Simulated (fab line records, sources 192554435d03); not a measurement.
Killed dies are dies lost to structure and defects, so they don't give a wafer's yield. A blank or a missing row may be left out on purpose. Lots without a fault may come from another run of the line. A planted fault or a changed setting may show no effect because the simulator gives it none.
fab line records | flow n5_finfet
record lots=6 wafers=17 last_day=16
route steps=1938 shown SD_EPI_P@309 SD_ACTIVATION@330 ILD0@335 SDB@347 MOL_CONTACT_COAG@538 PASSIVATION@1936
lots that met no fault: from a run of the same line without faults
start_h: hours from the record's first day to the start of the lot's first wafer shown | wait_h: hours since the lot's step before | " the same as in the row above | L1.1+2: a row that stands for several wafers | - no value, or no start given | * or withheld: withheld | < > ~ a bound
route shown NAME@n: a module of which the file shows steps, and the number in the route of the first | usual: mean/standard deviation of fault-free wafers | same: alike in all rows | chamber/n: place in a boat | sites: the reading at each site | _std_site: their standard deviation | _edge_site: outer sites' mean less inner sites' | radius_mm: how far each site lies from the wafer's centre | mask NAME#n: copy n | behind: the tool/chamber that last shaped the wafer | hold: why the lot was held/for how many hours/how that ended | device: the transistor (n, p or np) that didn't switch | end of line: the same wafers' tests at the end of the route | a step without rows: its recipe alone | killed: dies lost to structure and defects at the first sort, not the wafer's yield | map: a wafer's dies, x killed, . not, _ none there
set.NAME: the setting as run; set.NAME@STEP: as run at that earlier step | model.NAME: the simulator's own value behind a step, which no gauge read
lots at some steps of the route; a table a step, a row a wafer
services: from which hour (start_h, from the record's first day; less than 0 if before it) a tool's chamber was out of use, for how many hours, and why
## steps
# step N5_SD_EPI_P_STRIP_38
# recipe chemistry=N2/H2 temp_c=40 n2_flow_sccm=200 h2_flow_sccm=200 rf_frequency_hz=6e+07
# step N5_SD_EPI_P_ETCHBACK_46
# recipe chemistry=CH3F/O2 mode=anisotropic_etchback target=SiNx target_depth_a=175 stop_on=SiO2 over_etch_frac=0.3 ion_energy_ev=120 pressure_mtorr=30 source_w=395 bias_w=73 Ar_flow_sccm=150 CH3F_flow_sccm=30 O2_flow_sccm=20
# usual drypump_motor_current_A=5.6/0.52 oes_product_au=0.67/0.07 rf_vpp_V=292/6.1 showerhead_plenum_p_Torr=1.98/0.088 throttle_valve_pct=16.43/0.23
# columns lot.wafer tool chamber start_h wait_h drypump_motor_current_A oes_product_au rf_hours_counter_h rf_vpp_V showerhead_plenum_p_Torr throttle_valve_pct
L921.4 rie_diel-03 3 85.26 0.1 6.4 0.61 - 283 1.88 16.33
L921.5 " 2 " " 5.2 0.78 - 297 1.96 16.32
L928.1 rie_diel-02 3 125.63 0.0 6.0 0.60 240 302 2.08 16.61
L928.4 " 2 " " 5.6 0.73 58 287 1.94 16.25
L928.5 " 1 " " 5.5 0.61 - 284 1.99 16.83
L929.1 rie_diel-03 0 132.70 0.0 5.9 0.61 198 289 2.08 16.36
L929.2 " 3 " " 6.5 0.61 220 285 1.88 16.35
L929.4 " 2 " " 5.3 0.75 29 296 1.96 16.38
L932.2 rie_diel-03 1 151.96 0.0 5.0 0.78 18 289 2.13 16.01
L932.4 " 0 " " 6.0 0.60 203 291 2.08 16.36
L932.6 " 2 " " 5.3 0.74 - 296 1.95 16.38
L935.1 rie_diel-06 2 166.88 0.0 4.7 0.61 224 291 1.99 16.72
L935.5 " 2 " " 4.7 0.61 - 289 1.99 16.71
L935.6 " 3 " " 4.8 0.71 - 293 2.00 16.32
L937.1 rie_diel-02 2 181.31 0.0 5.7 0.72 75 287 1.94 16.29
L937.3 " 0 " " 5.7 0.64 143 298 1.85 16.66
L937.4 " 3 " " 6.0 0.84 2 304 2.08 16.15
# step N5_SD_EPI_P_ETCH_47
# recipe chemistry=CH3F/O2 target=SiOCN target_depth_a=250 mask_material=SOC ion_energy_ev=60 bias_w=29 pressure_mtorr=30 source_w=410 Ar_flow_sccm=150 CH3F_flow_sccm=30 O2_flow_sccm=20
# step N5_SD_EPI_P_ETCH_16
# recipe chemistry=CHF3/O2 target=SiO2 target_depth_a=50 mask_material=SOC pressure_mtorr=30 source_w=650 bias_w=170 Ar_flow_sccm=200 CHF3_flow_sccm=50 O2_flow_sccm=5 ion_energy_ev=200
# usual drypump_motor_current_A=5.6/0.52 oes_product_au=0.78/0.088 rf_vpp_V=514/11 showerhead_plenum_p_Torr=2.39/0.1 throttle_valve_pct=18.97/0.22
# columns lot.wafer tool chamber start_h wait_h drypump_motor_current_A oes_product_au rf_hours_counter_h rf_vpp_V showerhead_plenum_p_Torr throttle_valve_pct
L921.4 rie_diel-03 3 85.43 0.0 6.5 0.70 - 501 2.27 18.83
L921.5 " 2 " " 5.2 0.91 - 523 2.37 18.96
L928.1 rie_diel-02 3 125.83 0.1 6.0 0.68 240 535 2.50 19.12
L928.4 " 2 " " 5.7 0.87 58 506 2.34 18.78
L928.5 " 1 " " 5.4 0.70 - 503 2.39 19.35
L929.1 rie_diel-03 0 132.90 0.1 6.0 0.69 198 509 2.50 18.85
L929.2 " 3 " " 6.5 0.69 220 501 2.27 18.85
L929.4 " 2 " " 5.2 0.87 29 525 2.36 18.99
L932.2 rie_diel-03 1 152.16 0.1 5.0 0.92 18 508 2.56 18.59
L932.4 " 0 " " 5.9 0.69 203 509 2.49 18.85
L932.6 " 2 " " 5.3 0.87 - 522 2.36 19.00
L935.1 rie_diel-06 2 167.08 0.1 4.7 0.69 224 511 2.40 19.30
L935.5 " 2 " " 4.7 0.69 - 511 2.40 19.30
L935.6 " 3 " " 4.7 0.85 - 515 2.41 18.85
L937.1 rie_diel-02 2 181.51 0.1 5.7 0.83 75 505 2.33 18.79
L937.3 " 0 " " 5.7 0.72 143 526 2.24 19.23
L937.4 " 3 " " 6.0 0.97 2 534 2.50 18.69
# step N5_SD_EPI_P_STRIP_50
# recipe chemistry=CHF3/O2 resist=SiARC rf_frequency_hz=6e+07
# step N5_SD_EPI_P_SD_RECESS_17
# recipe chemistry=HBr/Cl2/O2 target_depth_a=391 bt_time_s=3 pressure_mtorr=10 icp_w=800 bias_w=112 HBr_flow_sccm=150 Cl2_flow_sccm=80 O2_flow_sccm=12
# step N5_SD_EPI_P_WET_ETCH_45
# recipe chemistry=dHF dilution=withheld time_s=10.7 target=SiO2 target_depth_a=20 temp_c=25 dry=ipa_marangoni rinse_time_s=30 rinse_temp_c=23
# step N5_SD_EPI_P_STRIP_40
# recipe chemistry=N2/H2 power_w=1000 temp_c=250 h2_frac=0.65 overash_fraction=0.3 pressure_mtorr=withheld n2_flow_sccm=1750 h2_flow_sccm=3250
# step N5_SD_EPI_P_PRECLEAN_52
# recipe chemistry=O3/DIW time_s=60 temp_c=22 o3_ppm=10
# step N5_SD_EPI_P_SRD_20
# recipe dry=ipa_marangoni do_ppb=5 time_s=30 temp_c=23 rinse_liquid=diw
# step N5_SD_EPI_P_PRECLEAN_51
# recipe chemistry=NF3:NH3 afs_cycles=1 temp_c=30 time_s=20 sublimation_temp_c=180 sublimation_time_s=60 pressure_torr=3 rf_power_w=30
# step N5_SD_EPI_P_VAPOR_ETCH_44
# recipe chemistry=NF3/Ar target=SiGe30 temp_c=25 time_s=3.3 mode=isotropic
# step N5_SD_EPI_P_EPI_21
# recipe material=SiGe:B dopant=B temp_c=550 pressure_torr=20 ambient=H2 time_s=355
# usual susceptor_temp_C=550.02/0.27 susceptor_temp_C_max=551.1/0.58
# columns lot.wafer tool chamber start_h wait_h susceptor_temp_C susceptor_temp_C_max model.SiGe-B_of_SD_EPI_P_EPI_21.thk_nm
L921.4 epi_rpcvd-04 0 87.58 1.5 550.31 552.1 61.4
L921.5 " 0 " " 550.16 552.1 61.2
L928.1 epi_rpcvd-04 0 126.56 0.1 565.20 566.6 89
L928.4 " 0 127.64 1.1 565.43 567.4 88.8
L928.5 " 0 " " 565.49 566.9 87.4
L929.1 epi_rpcvd-04 0 133.63 0.1 565.52 567.7 85.4
L929.2 " 0 " " 565.54 567.7 85.4
L929.4 " 0 " " 565.74 567.9 85.4
L932.2 epi_rpcvd-02 0 153.49 0.6 549.69 550.6 61.8
L932.4 " 0 " " 549.46 550.3 61.4
L932.6 " 0 " " 549.95 550.6 61.4
L935.1 epi_rpcvd-03 0 167.81 0.1 549.82 550.6 61
L935.5 " 0 169.25 1.5 550.19 550.8 61.6
L935.6 " 0 " " 550.17 551.0 61.4
L937.1 epi_rpcvd-03 0 182.29 0.1 550.01 550.7 61
L937.3 " 0 " " 549.96 550.8 60.8
L937.4 " 0 " " 550.46 551.1 61.2
# step N5_SD_EPI_P_EPI_MEAS_23
# recipe mode=xrd
# usual thk_nm=61.1/1.2
# columns lot.wafer tool chamber start_h wait_h thk_nm
L921.4 film_metro-01 - 89.06 1.0 60.8
L921.5 " - " " 59.4
L928.1 film_metro-02 - 128.76 1.8 88.4
L928.4 " - " " 86.5
L928.5 " - " " 86.0
L929.1 film_metro-02 - 135.82 1.8 86.1
L929.2 " - " " 87.0
L929.4 " - " " 83.9
L932.2 film_metro-01 - 155.93 2.0 63.1
L932.4 " - " " 62.4
L932.6 " - " " 62.3
L935.1 film_metro-01 - 170.01 1.8 60.3
L935.5 " - " " 62.3
L935.6 " - " " 61.7
L937.1 film_metro-01 - 184.48 1.8 61.0
L937.3 " - " " 62.1
L937.4 " - " " 59.0
# step N5_SD_EPI_P_HM_STRIP_48
# recipe chemistry=H3PO4 temp_c=160 material=SiNx target=SiNx target_depth_a=30 overetch_fraction=0.3
# step N5_SD_EPI_P_SRD_49
# recipe dry=ipa_marangoni time_s=30 temp_c=23 rinse_liquid=diw
# step N5_SD_EPI_P_PRECLEAN_24
# recipe chemistry=O3/DIW time_s=45 temp_c=22 o3_ppm=10
# step N5_SD_EPI_P_PRECLEAN_32
# recipe chemistry=dHF time_s=10 dilution=500:1 temp_c=25
# step N5_SD_EPI_P_PRECLEAN_33
# recipe chemistry=SC2 time_s=45 temp_c=35 mix=1:1:50
# step N5_SD_EPI_P_SRD_25
# recipe time_s=30 temp_c=23 rinse_liquid=diw dry=ipa_marangoni
# step N5_SD_EPI_P_INSPECT_26
# recipe inspect_instrument=darkfield mode=post_epi
# usual raw_defect_count=167/35
# columns lot.wafer tool chamber start_h wait_h raw_defect_count
L921.4 defect_inspect-01 - 89.23 0.0 179
L921.5 " - " " 113
L928.1 defect_inspect-02 - 128.93 0.0 151
L928.4 " - " " 207
L928.5 " - " " 152
L929.1 defect_inspect-01 - 136.00 0.0 130
L929.2 " - " " 155
L929.4 " - " " 107
L932.2 defect_inspect-02 - 156.10 0.0 161
L932.4 " - " " 223
L932.6 " - " " 167
L935.1 defect_inspect-01 - 170.18 0.0 166
L935.5 " - " " 174
L935.6 " - " " 152
L937.1 defect_inspect-02 - 184.66 0.0 140
L937.3 " - " " 151
L937.4 " - " " 161
# step N5_SD_ACTIVATION_RTA_00
# recipe temp_c=975 time_s=0 ambient=N2 idle_temp_c=600 ramp_up_c_per_s=150 ramp_down_c_per_s=60 cool_to_c=600
# step N5_SD_ACTIVATION_LSA_01
# recipe temp_c=1080 time_s=0.0008 ambient=N2
# usual wafer_temp_C_max=1084.5/0.94
# columns lot.wafer tool chamber start_h wait_h wafer_temp_C_max
L921.4 laser_anneal-02 0 89.74 0.2 1084.2
L921.5 " 0 " " 1084.0
L928.1 laser_anneal-01 0 129.16 0.2 1085.9
L928.4 " 0 " " 1084.1
L928.5 " 0 " " 1085.3
L929.1 laser_anneal-02 0 136.28 0.2 1082.6
L929.2 " 0 " " 1084.0
L929.4 " 0 " " 1084.6
L932.2 laser_anneal-01 0 156.42 0.2 1086.4
L932.4 " 0 " " 1083.6
L932.6 " 0 " " 1084.8
L935.1 laser_anneal-02 0 170.41 0.2 1082.8
L935.5 " 0 " " 1084.9
L935.6 " 0 " " 1083.0
L937.1 laser_anneal-02 0 184.99 0.2 1084.9
L937.3 " 0 " " 1083.5
L937.4 " 0 " " 1083.8
# step N5_SD_ACTIVATION_INSPECT_02
# recipe inspect_instrument=darkfield mode=post_anneal
# usual raw_defect_count=168/36
# columns lot.wafer tool chamber start_h wait_h raw_defect_count
L921.4 defect_inspect-02 - 90.18 0.1 155
L921.5 " - " " 102
L928.1 defect_inspect-02 - 129.69 0.2 154
L928.4 " - " " 219
L928.5 " - " " 165
L929.1 defect_inspect-01 - 136.81 0.2 143
L929.2 " - " " 150
L929.4 " - " " 121
L932.2 defect_inspect-02 - 156.92 0.1 173
L932.4 " - " " 239
L932.6 " - " " 151
L935.1 defect_inspect-01 - 170.93 0.2 176
L935.5 " - " " 174
L935.6 " - " " 150
L937.1 defect_inspect-01 - 185.53 0.2 154
L937.3 " - " " 158
L937.4 " - " " 166
# step N5_ILD0_LINER_00
# recipe material=SiNx target_thk_a=40 temp_c=400 ald_precursor_family=SiH2I2 ald_co_reactant=N2/H2-plasma pulse_time_s=1 purge_time_s=2 co_reactant_purge_time_s=2 ald_cycles=80 pressure_torr=2
# usual heater_power_outer_w=532/46 heater_power_w=853/91 precursor_pulse_height_rel=0.998/0.02
# columns lot.wafer tool chamber start_h wait_h heater_power_outer_w heater_power_w precursor_pulse_height_rel
L921.4 ald_sin-02 2 90.75 0.6 504 846 1.041
L921.5 " 0 " " 520 800 1.002
L928.1 ald_sin-01 1 129.87 0.2 447 712 1.024
L928.4 " 2 " " 472 837 0.989
L928.5 " 3 " " 552 942 0.975
L929.1 ald_sin-02 1 136.85 0.0 548 826 0.989
L929.2 " 3 " " 509 858 1.017
L929.4 " 0 " " 510 845 1.001
L932.2 ald_sin-01 0 156.96 0.0 485 836 1.004
L932.4 " 3 " " 542 916 0.971
L932.6 " 2 " " 476 841 1.003
L935.1 ald_sin-02 3 170.97 0.0 519 849 0.962
L935.5 " 1 " " 539 832 1.025
L935.6 " 0 " " 529 830 1.013
L937.1 ald_sin-02 1 185.65 0.1 548 799 1.025
L937.3 " 2 " " 497 848 0.994
L937.4 " 3 " " 501 849 1.022
# step N5_ILD0_FCVD_FILL_01
# recipe material=SiO2_flowable target_thk_a=2000 temp_c=100 pressure_torr=0.8 rf_w=2000 time_s=328.3
# step N5_ILD0_CURE_02
# recipe temp_c=450 time_s=1800 ambient=steam idle_temp_c=400 ramp_up_c_per_min=5 ramp_down_c_per_min=3 densification_p_h2o_torr=640
# step N5_ILD0_CMP_03
# recipe stop_on=SiNx t_overpolish_s=1.9 post_cmp_clean=alkaline_brush down_force_psi=4.1491 platen_rpm=51.796 pad_velocity_m_s=1.0306 target_thk_nm=197.38
# step N5_ILD0_THK_MEAS_04
# usual thk_nm=196.8/1.4
# columns lot.wafer tool chamber start_h wait_h thk_nm
L921.4 film_metro-02 - 93.43 0.2 195.3
L921.5 " - " " 195.3
L928.1 film_metro-02 - 132.53 - 197.0
L928.4 " - " " 198.8
L928.5 " - " " 198.2
L929.1 film_metro-02 - 139.50 - 197.5
L929.2 " - " " 197.0
L929.4 " - " " 193.5
L932.2 film_metro-02 - 159.83 - 196.5
L932.4 " - " " 197.4
L932.6 " - " " 198.4
L935.1 film_metro-02 - 173.64 - 197.2
L935.5 " - " " 195.2
L935.6 " - " " 195.3
L937.1 film_metro-01 - 188.31 - 195.6
L937.3 " - " " 196.3
L937.4 " - " " 199.2
# step N5_ILD0_CMP_07
# recipe stop_on=poly-Si material=SiO2_flowable t_overpolish_s=1.18 post_cmp_clean=alkaline_brush down_force_psi=4.1491 platen_rpm=51.796 pad_velocity_m_s=1.0306 target_thk_nm=138.88
# usual motor_current_A=12.9/1.2
# columns lot.wafer tool chamber start_h wait_h motor_current_A
L921.4 cmp-03 2 93.73 0.3 14.0
L921.5 " 0 " " 13.9
L928.1 cmp-04 1 132.60 0.1 10.9
L928.4 " 3 " " 14.3
L928.5 " 0 " " 11.7
L929.4 cmp-04 0 139.53 0.0 12.4
L929.1 " 1 " " 10.9
L929.2 " 3 " " 13.9
L932.4 cmp-04 2 159.89 0.1 14.1
L932.2 " 3 " " 12.9
L932.6 " 2 " " 14.9
L935.1 cmp-04 3 173.67 0.0 13.6
L935.6 " 3 " " 14.6
L935.5 " 0 " " 12.5
L937.3 cmp-03 1 188.47 0.2 12.5
L937.4 " 2 " " 13.8
L937.1 " 0 " " 14.3
# step N5_ILD0_THK_MEAS_08
# usual thk_nm=138.8/1.6
# columns lot.wafer tool chamber start_h wait_h thk_nm
L921.4 film_metro-02 - 93.91 - 136.2
L921.5 " - " " 139.3
L928.1 film_metro-02 - 132.86 - 140.0
L928.4 " - " " 136.5
L928.5 " - " " 138.2
L929.1 film_metro-01 - 139.83 - 140.8
L929.2 " - " " 137.2
L929.4 " - " " 140.4
L932.2 film_metro-01 - 160.15 - 135.0
L932.4 " - " " 137.8
L932.6 " - " " 137.0
L935.1 film_metro-01 - 173.97 - 137.1
L935.5 " - " " 138.2
L935.6 " - " " 136.7
L937.1 film_metro-02 - 188.76 - 141.0
L937.3 " - " " 139.0
L937.4 " - " " 138.7
# step N5_ILD0_PRECLEAN_10
# recipe chemistry=NF3:NH3 afs_cycles=5 time_s=20 temp_c=30 sublimation_temp_c=180 sublimation_time_s=60 pressure_torr=3 rf_power_w=30
# step N5_ILD0_ALD_15
# recipe material=SiNx target_thk_a=240 temp_c=400 ald_precursor_family=SiH2I2 ald_co_reactant=N2/H2-plasma pulse_time_s=1 ald_cycles=480 purge_time_s=2 co_reactant_purge_time_s=2 pressure_torr=2
# step N5_ILD0_CMP_12
# recipe stop_on=poly-Si material=SiNx t_overpolish_s=6 post_cmp_clean=alkaline_brush down_force_psi=2.5 platen_rpm=51.8 pad_velocity_m_s=1.0307 target_thk_nm=17.67
# step N5_ILD0_THK_MEAS_13
# usual thk_nm=17.3/1.5
# columns lot.wafer tool chamber start_h wait_h thk_nm
L921.4 film_metro-02 - 97.72 - 19.5
L921.5 " - " " 16.3
L928.1 film_metro-01 - 136.17 - 18.7
L928.4 " - " " 19.4
L928.5 " - " " 16.9
L929.1 film_metro-02 - 143.04 - 15.7
L929.2 " - " " 17.5
L929.4 " - " " 19.3
L932.2 film_metro-02 - 163.36 - 18.1
L932.4 " - " " 16.5
L932.6 " - " " 17.4
L935.1 film_metro-02 - 177.18 - 19.4
L935.5 " - " " 17.5
L935.6 " - " " 19.9
L937.1 film_metro-02 - 191.97 - 16.7
L937.3 " - " " 17.4
L937.4 " - " " 18.5
# step N5_ILD0_INSPECT_06
# recipe inspect_instrument=darkfield mode=post_cmp
# usual raw_defect_count=36/15
# columns lot.wafer tool chamber start_h wait_h raw_defect_count
L921.4 defect_inspect-01 - 97.75 0.0 19
L921.5 " - " " 24
L928.1 defect_inspect-02 - 136.20 0.0 24
L928.4 " - " " 43
L928.5 " - " " 87
L929.1 defect_inspect-01 - 143.07 0.0 58
L929.2 " - " " 46
L929.4 " - " " 41
L932.2 defect_inspect-01 - 163.39 0.0 22
L932.4 " - " " 36
L932.6 " - " " 20
L935.1 defect_inspect-01 - 177.20 0.0 26
L935.5 " - " " 17
L935.6 " - " " 19
L937.1 defect_inspect-02 - 192.00 0.0 43
L937.3 " - " " 17
L937.4 " - " " 31
# step N5_SDB_HM_DEP_00
# recipe material=SiNx target_thk_a=400 temp_c=400 precursor=SiH4/NH3/N2 pressure_torr=1.5 rf_w=300 time_s=35.3
# step N5_SDB_COAT_03
# recipe resist=SOC temp_c=250 time_s=60 spin_rpm=1500 resist_thk_nm=100
# step N5_SDB_COAT_04
# recipe resist=SiARC temp_c=220 time_s=60 spin_rpm=1500 resist_thk_nm=18
# step N5_SDB_COAT_05
# recipe resist=CAR-ArF spin_rpm=1500 resist_thk_nm=90
# step N5_MOL_CONTACT_COAG_ETCH_110
# recipe chemistry=CF4/O2 target=Si target_depth_a=25 time_s=8 pressure_mtorr=100 source_w=200 bias_w=12 ion_energy_ev=60 Ar_flow_sccm=100 cf4_flow_sccm=100 O2_flow_sccm=10
# usual drypump_motor_current_A=5.7/0.4 oes_product_au=0.82/0.085 rf_vpp_V=127/5 showerhead_plenum_p_Torr=2.22/0.055 throttle_valve_pct=10.73/0.27
# columns lot.wafer tool chamber start_h wait_h drypump_motor_current_A oes_product_au rf_hours_counter_h rf_vpp_V showerhead_plenum_p_Torr throttle_valve_pct model.SiGe-B_of_SD_EPI_P_EPI_21.thk_nm
L921.4 rie_diel-01 0 121.34 0.0 6.3 0.80 120 131 2.27 10.83 58.4
L921.5 " 3 " " 6.0 0.82 - 131 2.27 10.79 58.2
L928.1 rie_diel-04 2 158.66 0.0 5.4 0.94 12 129 2.18 10.35 84.8
L928.4 " 1 " " 5.4 0.86 45 121 2.26 10.65 84.6
L928.5 " 1 " " 5.4 0.86 - 119 2.26 10.66 83.4
L929.1 rie_diel-04 1 166.45 0.0 5.5 0.85 48 120 2.26 10.67 81.4
L929.2 " 2 " " 5.4 0.93 14 131 2.18 10.37 81.4
L929.4 " 0 " " 5.9 0.78 120 123 2.14 10.67 81.4
L932.2 rie_diel-01 3 185.39 0.0 6.0 0.79 100 130 2.26 10.85 59
L932.4 " 2 " " 5.3 0.74 137 120 2.32 10.86 58.6
L932.6 " 2 " " 5.3 0.75 - 118 2.32 10.84 58.6
L935.1 rie_diel-04 0 200.40 0.0 5.9 0.76 132 123 2.14 10.70 58.2
L935.5 " 2 " " 5.4 0.92 - 130 2.17 10.39 58.6
L935.6 " 3 " " 6.1 0.93 - 132 2.19 10.38 58.4
L937.1 rie_diel-05 0 214.11 0.0 5.1 0.84 75 128 2.18 10.56 58
L937.3 " 3 " " 4.9 0.90 35 128 2.20 10.58 58
L937.4 " 1 " " 5.8 0.84 64 133 2.16 10.62 58.4
# step N5_PASSIVATION_PROBE_49
# usual killed_at_M0_to_M3=32/9.3 killed_at_M4_up=14/4.9 killed_at_contacts=15/7.5 killed_at_front_end=40/11 killed_at_other=4/3.3 killed_dies=104/17 killed_open=68/14 killed_short=33/7.9
# same gross_dies=1180 killed_at_back_side=0
# columns lot.wafer tool chamber start_h wait_h killed_at_M0_to_M3 killed_at_M4_up killed_at_contacts killed_at_front_end killed_at_other killed_dies killed_open killed_short
L921.4 prober-01 - 297.60 0.2 52 11 34 48 3 148 98 49
L921.5 prober-01 - 297.65 0.2 36 14 27 56 0 133 95 31
L929.1 prober-02 - 346.06 0.0 27 16 20 54 10 127 83 41
L929.2 prober-02 - 346.11 0.1 49 12 30 33 6 130 97 32
L929.4 prober-02 - 346.21 0.2 47 25 23 66 4 165 107 44
L932.2 prober-02 - 363.30 0.1 41 17 13 42 10 123 81 35
L932.4 prober-02 - 363.40 0.2 28 15 13 40 1 97 65 30
L932.6 prober-02 - 363.50 0.3 30 5 20 36 11 102 49 45
L935.1 prober-02 - 374.93 0.0 22 9 6 53 9 99 61 25
L935.5 prober-02 - 375.13 0.2 29 8 8 48 3 96 68 27
L935.6 prober-02 - 375.18 0.3 20 10 9 59 1 99 55 37
L937.1 prober-02 - 384.63 0.0 34 5 12 30 4 85 61 24
L937.3 prober-02 - 384.73 0.1 24 13 7 30 6 80 53 22
L937.4 prober-02 - 384.78 0.2 19 23 14 27 8 91 59 23
# killed by level:class
L921.4 MOL_CONTACT_COAG:geometric_particle:open=28 STI_FIN_REVEAL:geometric_particle:open=10 BEOL_M0_SAQP:geometric_particle:short=10 BEOL_M0_SAQP:geometric_particle:open=9 BEOL_M3:geometric_particle:open=9 FIN_SAQP:geometric_particle:open=7 BEOL_M2:geometric_particle:open=7 MOL_CONTACT_COAG:geometric_particle:short=6
L921.5 MOL_CONTACT_COAG:geometric_particle:open=23 FIN_SAQP:geometric_particle:open=16 STI_FIN_REVEAL:geometric_particle:open=16 BEOL_M2:geometric_particle:open=10 BEOL_M0_SAQP:geometric_particle:open=9 BEOL_M0_SAQP:geometric_particle:short=9 STI_FIN_REVEAL:geometric_particle:short=5 BEOL_M4:geometric_particle:open=5
L929.1 MOL_CONTACT_COAG:geometric_particle:open=16 FIN_SAQP:geometric_particle:open=10 STI_FIN_REVEAL:geometric_particle:open=10 BEOL_M4:geometric_particle:open=10 GATE_CUT:geometric_particle:short=9 STI_FIN_REVEAL:geometric_particle:short=7 BEOL_M0_SAQP:geometric_particle:open=6 BEOL_M2:geometric_particle:open=5
L929.2 MOL_CONTACT_COAG:geometric_particle:open=26 STI_FIN_REVEAL:geometric_particle:open=17 BEOL_M0_SAQP:geometric_particle:open=14 BEOL_M0:geometric_particle:open=8 BEOL_M0_SAQP:geometric_particle:short=7 GATE_CUT:geometric_particle:open=5 BEOL_M2:geometric_particle:short=5 BEOL_M3:geometric_particle:open=5
L929.4 MOL_CONTACT_COAG:geometric_particle:open=17 HKMG_FIN:area_etch=14 BEOL_M3:geometric_particle:open=13 BEOL_M4:geometric_particle:open=12 STI_FIN_REVEAL:geometric_particle:open=11 BEOL_M2:geometric_particle:open=10 FIN_SAQP:geometric_particle:open=7 BEOL_M0_SAQP:geometric_particle:short=7
L932.2 STI_FIN_REVEAL:geometric_particle:open=13 MOL_CONTACT_COAG:geometric_particle:open=11 BEOL_M3:geometric_particle:open=11 BEOL_M4:geometric_particle:open=11 BEOL_M0_SAQP:geometric_particle:short=8 BEOL_M0_SAQP:geometric_particle:open=8 FIN_SAQP:geometric_particle:open=5 FIN_SAQP:geometric_particle:short=5
L932.4 MOL_CONTACT_COAG:geometric_particle:open=11 FIN_SAQP:geometric_particle:open=10 BEOL_M0_SAQP:geometric_particle:short=10 BEOL_M4:geometric_particle:open=9 BEOL_M0_SAQP:geometric_particle:open=7 STARTING-WAFER:geometric_particle:open=7 GATE_CUT:geometric_particle:short=6 DUMMY_GATE:geometric_particle:open=5
L932.6 MOL_CONTACT_COAG:geometric_particle:open=13 FIN_SAQP:geometric_particle:short=9 MOL_CONTACT_COAG:geometric_particle:short=7 BEOL_M0_SAQP:geometric_particle:short=7 BEOL_M2:geometric_particle:open=7 PASSIVATION:area_etch=6 FIN_SAQP:geometric_particle:open=5 STI_FIN_REVEAL:geometric_particle:short=5
L935.1 FIN_SAQP:geometric_particle:open=11 STI_FIN_REVEAL:geometric_particle:open=7 PASSIVATION:area_etch=7 BEOL_M0_SAQP:geometric_particle:open=6 ILD0:geometric_particle:open=5 BEOL_M0_SAQP:geometric_particle:short=5 MOL_CONTACT_COAG:geometric_particle:open=5 BEOL_M3:geometric_particle:open=5
L935.5 FIN_SAQP:geometric_particle:open=14 FIN_SAQP:geometric_particle:short=9 MOL_CONTACT_COAG:geometric_particle:open=8 BEOL_M1:geometric_particle:open=7 ILD0:geometric_particle:open=7 STI_FIN_REVEAL:geometric_particle:open=6 BEOL_M3:geometric_particle:open=6 BEOL_M2:geometric_particle:open=5
L935.6 FIN_SAQP:geometric_particle:short=13 FIN_SAQP:geometric_particle:open=10 STI_FIN_REVEAL:geometric_particle:open=7 HKMG_FIN:area_etch=7 MOL_CONTACT_COAG:geometric_particle:open=6 BEOL_M4:geometric_particle:open=6 DUMMY_GATE:geometric_particle:short=5 GATE_CUT:geometric_particle:open=4
L937.1 BEOL_M0_SAQP:geometric_particle:open=11 MOL_CONTACT_COAG:geometric_particle:open=9 FIN_SAQP:geometric_particle:open=8 BEOL_M0_SAQP:geometric_particle:short=7 BEOL_M2:geometric_particle:open=5 STARTING-WAFER:geometric_particle:open=5 STI_FIN_REVEAL:geometric_particle:open=4 BEOL_M0:geometric_particle:open=4
L937.3 FIN_SAQP:geometric_particle:open=9 BEOL_M3:geometric_particle:open=7 BEOL_M4:geometric_particle:open=6 DUMMY_GATE:geometric_particle:open=5 MOL_CONTACT_COAG:geometric_particle:short=4 BEOL_M0_SAQP:geometric_particle:short=4 BEOL_M1:geometric_particle:open=4 PASSIVATION:area_etch=4
L937.4 MOL_CONTACT_COAG:geometric_particle:open=13 BEOL_M4:geometric_particle:open=12 BEOL_M3:geometric_particle:open=7 PASSIVATION:area_etch=7 STI_FIN_REVEAL:geometric_particle:open=6 STARTING-WAFER:geometric_particle:short=5 BEOL_M8:geometric_particle:open=4 BEOL_M1:geometric_particle:open=4
## services
# columns tool chamber start_h hours kind
rie_diel-05 0 64.07 2.2 repair
rie_diel-03 1 68.41 - clean
rie_diel-03 1 68.41 - consumable_replace:focus_ring
rie_diel-03 1 68.41 - consumable_replace:showerhead
rie_diel-06 1 70.09 4.3 repair
ald_sin-02 2 70.99 11.1 repair
cmp-03 - 84.39 5.3 pm
rie_diel-04 0 87.45 6.6 repair
rie_diel-06 - 98.98 0.4 repair
ald_sin-02 - 102.55 2.8 pm
rie_diel-03 0 115.96 8.9 repair
cmp-03 - 128.69 10.4 pm
cmp-04 - 145.70 4.9 pm
rie_diel-04 - 148.85 0.1 repair
rie_diel-06 0 163.38 9.6 repair
cmp-03 - 165.98 4.6 repair
rie_diel-04 2 172.28 4.3 repair
epi_rpcvd-04 - 182.24 8.1 pm
cmp-04 - 184.76 10.6 repair
rie_diel-05 0 185.05 3.2 repair
rie_diel-04 - 190.71 1.6 repair
cmp-03 - 195.14 4.0 pm
ald_sin-01 - 199.61 1.2 repair
laser_anneal-01 - 201.92 4.2 pm
## key
first_sign step=N5_SD_EPI_P_EPI_21 reading=susceptor_temp_C direction=up sigmas=56 usual=* struck=*
effect step=N5_SD_EPI_P_EPI_21 reading=susceptor_temp_C_max direction=up sigmas=28 usual=* struck=*
effect step=N5_SD_EPI_P_EPI_MEAS_23 reading=thk_nm direction=up sigmas=21 usual=* struck=*
model_effect step=N5_SD_EPI_P_EPI_21 value=SiGe-B_of_SD_EPI_P_EPI_21.thk_nm without=61.67 struck=86.9
model_effect step=N5_MOL_CONTACT_COAG_ETCH_110 value=SiGe-B_of_SD_EPI_P_EPI_21.thk_nm without=58.7 struck=82.83
met_at N5_SD_EPI_P_EPI_21
struck_wafers L928.1,L928.4,L928.5,L929.1,L929.2,L929.4
tester_left_out L928,L929
baseline_loss step=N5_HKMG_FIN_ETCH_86 wafers=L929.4
onset_between 87.58 126.56
fault kind=process_parameter_drift tool=epi_rpcvd-04 chamber=- onset_h=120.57 steps=N5_SD_EPI_P_EPI_21 channel=temp_c offset=* shape=step end_h=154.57 acts_in=* stated=*
# tester_left_out: of these lots the tester's yield and bins aren't shown, on N5 and GAA mostly nor the transistor test; their killed dies are dies lost to structure and defects alone, not to doping, threshold or leakage, so they don't give the yield
# baseline_loss: these wafers lose ten dies or more at that step, a loss of the line's own and not of a fault; the sort's usual values leave them out
